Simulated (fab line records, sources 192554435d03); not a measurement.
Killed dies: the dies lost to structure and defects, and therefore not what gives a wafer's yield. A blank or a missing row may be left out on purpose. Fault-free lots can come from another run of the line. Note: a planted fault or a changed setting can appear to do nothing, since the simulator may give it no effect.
Which tool did it?    flow n5-finfet    24 lots, 72 wafers sampled, at 3 steps of a route of 1938

## WHAT EACH GAUGE READ, for each wafer
N5_BEOL_M3_CD_MEAS_35: target cd 18 nm, target cd y 21 nm. Usual: cd-nm at 17.9 nm, with a standard deviation of 0.38.
lot   measured      on         cd-nm (nm)      flag
L074  day 8 12:09   cd-sem-02  17.6 18.1 18.2  
L075  day 8 17:59   cd-sem-02  17.9 17.7 18.4  
L076  day 8 21:02   cd-sem-01  17.6 17.4 17.5  
L077  day 8 21:24   cd-sem-03  18.1 17.7 18.1  
L079  day 8 21:32   cd-sem-01  18.1 18.3 18.7  
L080  day 8 21:43   cd-sem-03  18.8 18.3 17.8  
L078  day 9 01:40   cd-sem-01  17.7 18.5 17.8  
L081  day 9 03:55   cd-sem-03  17.5 17.8 17.9  
L082  day 9 03:56   cd-sem-01  17.9 17.6 17.9  
L083  day 10 15:27  cd-sem-01  18.0 18.4 17.6  
L084  day 10 16:42  cd-sem-01  17.7 17.3 18.0  
L085  day 10 17:10  cd-sem-02  17.6 18.2 17.9  
L086  day 10 20:26  cd-sem-02  17.6 17.7 17.7  
L087  day 11 10:07  cd-sem-03  18.3 18.6 19.0  
L088  day 11 10:14  cd-sem-03  17.9 17.6 18.5  
L089  day 11 21:17  cd-sem-02  17.7 17.4 18.1  
L090  day 12 00:38  cd-sem-01  17.7 17.6 17.5  
L091  day 12 07:35  cd-sem-03  18.8 18.1 17.8  
L092  day 12 14:38  cd-sem-01  18.0 17.9 18.5  
L093  day 12 18:15  cd-sem-01  18.4 17.7 17.8  
L094  day 13 01:22  cd-sem-02  18.4 17.2 18.2  
L095  day 13 04:40  cd-sem-03  18.1 17.7 18.3  
L097  day 13 07:46  cd-sem-01  17.5 17.8 18.7  
L096  day 13 07:49  cd-sem-02  17.5 17.5 18.1  

## WHICH TOOL RAN EACH LOT (tool, then ch and the chambers of the sampled wafers, then the start)
lot   N5_BEOL_M3_ETCHBACK_99              N5_BEOL_M3_ETCH_41
L074  rie-diel-04 ch 1,2, day 8 11:36     rie-diel-04 ch 1,2, day 8 12:09 or earlier
L075  rie-diel-04 ch 0,1,3, day 8 17:27   rie-diel-04 ch 0,1,3, day 8 17:59 or earlier
L076  rie-diel-02 ch 0,1, day 8 20:29     rie-diel-02 ch 0,1, day 8 21:02 or earlier
L077  rie-diel-02 ch 0,1,2, day 8 20:52   rie-diel-02 ch 0,1,2, day 8 21:24 or earlier
L079  rie-diel-04 ch 0,1,3, day 8 20:59   rie-diel-04 ch 0,1,3, day 8 21:32 or earlier
L080  rie-diel-05 ch 2,3, day 8 21:11     rie-diel-05 ch 2,3, day 8 21:43 or earlier
L078  rie-diel-04 ch 0,2, day 9 01:08     rie-diel-04 ch 0,2, day 9 01:40 or earlier
L081  rie-diel-02 ch 0,1,2, day 9 03:22   rie-diel-02 ch 0,1,2, day 9 03:55 or earlier
L082  rie-diel-05 ch 0,3, day 9 03:23     rie-diel-05 ch 0,3, day 9 03:56 or earlier
L083  rie-diel-02 ch 2,3, day 10 14:08    rie-diel-02 ch 2,3, day 10 15:27 or earlier
L084  rie-diel-05 ch 0,2,3, day 10 16:10  rie-diel-05 ch 0,2,3, day 10 16:42 or earlier
L085  rie-diel-05 ch 0,1, day 10 16:38    rie-diel-05 ch 0,1, day 10 17:10 or earlier
L086  rie-diel-02 ch 0,2,3, day 10 19:54  rie-diel-02 ch 0,2,3, day 10 20:26 or earlier
L087  rie-diel-04 ch 0,3, day 11 09:34    rie-diel-04 ch 0,3, day 11 10:07 or earlier
L088  rie-diel-05 ch 0,1,2, day 11 09:42  rie-diel-05 ch 0,1,2, day 11 10:14 or earlier
L089  rie-diel-04 ch 0,2, day 11 20:44    rie-diel-04 ch 0,2, day 11 21:17 or earlier
L090  rie-diel-05 ch 0,2, day 12 00:06    rie-diel-05 ch 0,2, day 12 00:38 or earlier
L091  rie-diel-05 ch 0,1, day 12 07:02    rie-diel-05 ch 0,1, day 12 07:35 or earlier
L092  rie-diel-05 ch 0,2,3, day 12 13:59  rie-diel-05 ch 0,2,3, day 12 14:38 or earlier
L093  rie-diel-05 ch 1,2, day 12 17:42    rie-diel-05 ch 1,2, day 12 18:15 or earlier
L094  rie-diel-02 ch 0,1,3, day 13 00:49  rie-diel-02 ch 0,1,3, day 13 01:22 or earlier
L095  rie-diel-04 ch 1,2, day 13 04:07    rie-diel-04 ch 1,2, day 13 04:40 or earlier
L097  rie-diel-05 ch 1,2, day 13 07:13    rie-diel-05 ch 1,2, day 13 07:46 or earlier
L096  rie-diel-02 ch 0,1,2, day 13 07:16  rie-diel-02 ch 0,1,2, day 13 07:49 or earlier
- N5_BEOL_M3_ETCHBACK_99: etches SiO2 in CHF3, target depth 5 nm, time 10.4 s.
- N5_BEOL_M3_ETCH_41: etches SiCN in CH3F/O2, target depth 29.9 nm, time 52.5 s.

## AS READ BY THE TOOLS THEMSELVES (means over the sampled wafers that have a number; for cases with no such wafer, the mark the record gives instead)
N5_BEOL_M3_ETCHBACK_99. Usual: CHF3_flow_sccm 12.00 sccm, standard deviation 0.038; drypump-motor-current-A 5.6 A, standard deviation 0.34; oes_ar_750_au 0.77 a.u., standard deviation 0.093; oes-product-au 0.77 a.u., standard deviation 0.096; rf-vpp-V 242.5 V, standard deviation 2.9; showerhead-plenum-p-Torr 2.16 Torr, standard deviation 0.076; throttle-valve-pct 17.07 %, standard deviation 0.19.
lot   tool         CHF3_flow_sccm (sccm)  drypump-motor-current-A (A)  oes_ar_750_au (a.u.)  oes-product-au (a.u.)  rf-vpp-V (V)  showerhead-plenum-p-Torr (Torr)  throttle-valve-pct (%)  flag
L074  rie-diel-04  11.95                  5.8                          0.70                  0.70                   243.1         2.20                             17.08                   
L075  rie-diel-04  12.01                  5.7                          0.71                  0.71                   244.4         2.14                             17.27                   
L076  rie-diel-02  11.99                  5.7                          0.68                  0.68                   241.3         2.16                             17.12                   
L077  rie-diel-02  12.02                  5.6                          0.69                  0.68                   243.4         2.15                             17.13                   
L079  rie-diel-04  12.00                  5.7                          0.71                  0.71                   244.2         2.14                             17.29                   
L080  rie-diel-05  12.01                  6.0                          0.81                  0.80                   240.5         2.19                             16.96                   
L078  rie-diel-04  12.01                  5.7                          0.69                  0.68                   240.8         2.13                             17.26                   
L081  rie-diel-02  12.01                  5.6                          0.68                  0.68                   241.8         2.15                             17.15                   
L082  rie-diel-05  12.03                  6.0                          0.86                  0.87                   246.2         2.24                             17.05                   
L083  rie-diel-02  12.02                  5.5                          0.94                  0.94                   242.5         2.14                             16.93                   
L084  rie-diel-05  11.99                  5.9                          0.79                  0.79                   242.4         2.19                             17.00                   
L085  rie-diel-05  12.01                  5.2                          0.76                  0.75                   242.9         2.15                             17.00                   
L086  rie-diel-02  12.03                  5.5                          0.86                  0.87                   244.4         2.12                             16.95                   
L087  rie-diel-04  12.03                  5.6                          0.70                  0.70                   244.7         2.06                             17.42                   
L088  rie-diel-05  11.96                  5.4                          0.76                  0.76                   241.2         2.15                             16.95                   
L089  rie-diel-04  12.01                  5.7                          0.77                  0.77                   243.1         2.13                             17.25                   
L090  rie-diel-05  12.02                  5.5                          0.72                  0.71                   241.6         2.14                             17.04                   
L091  rie-diel-05  11.99                  5.2                          0.75                  0.75                   242.8         2.15                             17.01                   
L092  rie-diel-05  11.99                  5.8                          0.78                  0.77                   243.6         2.19                             17.03                   
L093  rie-diel-05  11.99                  5.6                          0.77                  0.75                   237.7         2.15                             16.92                   
L094  rie-diel-02  12.01                  5.6                          0.83                  0.84                   241.2         2.11                             16.94                   
L095  rie-diel-04  11.97                  5.8                          0.76                  0.78                   242.1         2.20                             16.97                   
L097  rie-diel-05  12.00                  5.4                          0.79                  0.79                   239.2         2.17                             16.90                   
L096  rie-diel-02  12.07                  5.6                          0.84                  0.84                   242.3         2.15                             16.85                   

N5_BEOL_M3_ETCH_41. Usual: drypump-motor-current-A 5.6 A, standard deviation 0.34; oes-product-au 0.77 a.u., standard deviation 0.096; rf-vpp-V 297.5 V, standard deviation 1.6; showerhead-plenum-p-Torr 2.00 Torr, standard deviation 0.07; throttle-valve-pct 16.32 %, standard deviation 0.2.
lot   tool         drypump-motor-current-A (A)  oes-product-au (a.u.)  rf-vpp-V (V)  showerhead-plenum-p-Torr (Torr)  throttle-valve-pct (%)  flag
L074  rie-diel-04  5.8                          0.70                   298.6         2.05                             16.31                   
L075  rie-diel-04  5.7                          0.71                   297.3         1.99                             16.54                   
L076  rie-diel-02  5.6                          0.68                   296.9         2.00                             16.40                   
L077  rie-diel-02  5.6                          0.68                   297.5         2.00                             16.40                   
L079  rie-diel-04  5.7                          0.71                   296.4         1.99                             16.54                   
L080  rie-diel-05  6.0                          0.81                   297.7         2.04                             16.20                   
L078  rie-diel-04  5.7                          0.68                   297.0         1.98                             16.51                   
L081  rie-diel-02  5.6                          0.69                   298.4         2.00                             16.40                   
L082  rie-diel-05  6.0                          0.87                   299.1         2.08                             16.29                   
L083  rie-diel-02  5.6                          0.95                   297.7         1.99                             16.16                   
L084  rie-diel-05  5.8                          0.80                   299.1         2.04                             16.26                   
L085  rie-diel-05  5.3                          0.76                   297.1         2.00                             16.24                   
L086  rie-diel-02  5.5                          0.86                   297.7         1.96                             16.19                   
L087  rie-diel-04  5.6                          0.69                   296.3         1.91                             16.68                   
L088  rie-diel-05  5.4                          0.76                   297.1         2.00                             16.19                   
L089  rie-diel-04  5.7                          0.78                   296.8         1.98                             16.49                   
L090  rie-diel-05  5.5                          0.72                   297.8         1.99                             16.29                   
L091  rie-diel-05  5.2                          0.75                   296.5         2.00                             16.26                   
L092  rie-diel-05  5.8                          0.78                   297.4         2.03                             16.28                   
L093  rie-diel-05  5.6                          0.75                   297.4         2.00                             16.16                   
L094  rie-diel-02  5.6                          0.85                   295.8         1.96                             16.21                   
L095  rie-diel-04  5.8                          0.77                   297.1         2.04                             16.22                   
L097  rie-diel-05  5.4                          0.78                   298.1         2.01                             16.13                   
L096  rie-diel-02  5.6                          0.83                   297.2         1.99                             16.10                   

## THE ANSWER, worked out from the rows above alone
Rule: a lot counts as off when the mean over its wafers that have a number is more than 3 standard deviations away from the usual mean. A lot without any number at a reading at which 4 lots or more have one is off too. Any other lot the step has rows for is counted as sound. Order of review: gauges by route order, followed by the tools' own readings, for which a lot's mean as printed above is used. At the first step where some lot is off, the reading lying furthest off is the one used; lots without a number count as furthest.
Nothing can be told from this: no lot is off at any reading shown.

## WHAT THE SIMULATOR HAD INSERTED
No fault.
